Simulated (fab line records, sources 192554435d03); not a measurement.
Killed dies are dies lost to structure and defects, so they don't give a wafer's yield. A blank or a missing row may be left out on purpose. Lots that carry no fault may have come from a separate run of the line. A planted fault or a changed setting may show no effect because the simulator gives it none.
Chamber matching ; flow n5_finfet ; 4 sister chambers for N5_BEOL_M10_ETCH_62 on rie_diel-02
The step etches SOC in N2/H2, target depth 110 nm, overetch 22 nm, time 165 s. 8 wafers are shown with their chamber, then 9 later ones without.

== WAFERS PAIRED WITH THEIR CHAMBERS ==
wafer;chamber;drypump_motor_current_A (A);showerhead_plenum_p_Torr (Torr)
L079.4;0;5.9;2.40
L082.1;2;6.2;2.62
L082.4;0;5.9;2.39
L087.1;1;5.0;2.42
L087.5;1;5.0;2.41
L085.1;3;6.1;2.41
L085.5;3;6.1;2.41
L085.6;2;6.1;2.62

== WAFERS WHOSE CHAMBER IS MISSING ==
wafer;drypump_motor_current_A (A);showerhead_plenum_p_Torr (Torr)
L086.1;6.2;2.62
L086.2;6.1;2.41
L086.3;5.9;2.39
L095.3;6.2;2.61
L095.4;5.9;2.71
L095.5;6.2;2.61
L097.1;6.2;2.61
L097.2;6.1;2.72
L097.3;5.9;2.70

== WHICH CHAMBER EACH ONE RAN IN ==
wafer;from the rows above;in truth
L086.1;2;2
L086.2;3;3
L086.3;0;0
L095.3;2;2
L095.4;2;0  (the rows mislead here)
L095.5;2;2
L097.1;2;2
L097.2;2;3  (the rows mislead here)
L097.3;2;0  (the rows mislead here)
Placed correctly: 6 of 9. Number that these rows cannot place: 0. 3 placed wrongly.
How it was worked out, from the rows above alone: a wafer's distance from a chamber is the root of the sum, over the readings, of the square of ((its reading less the chamber's mean) divided by the reading's scatter). If the next closest chamber is less than 2 further off than the closest, the wafer can't be placed; otherwise it belongs to the closest. A chamber's mean is the mean of its shown wafers. How the scatter is found: for the shown wafers, subtract from each reading the mean of its chamber, square and add these, divide the total by (wafers less chambers), then take the root.
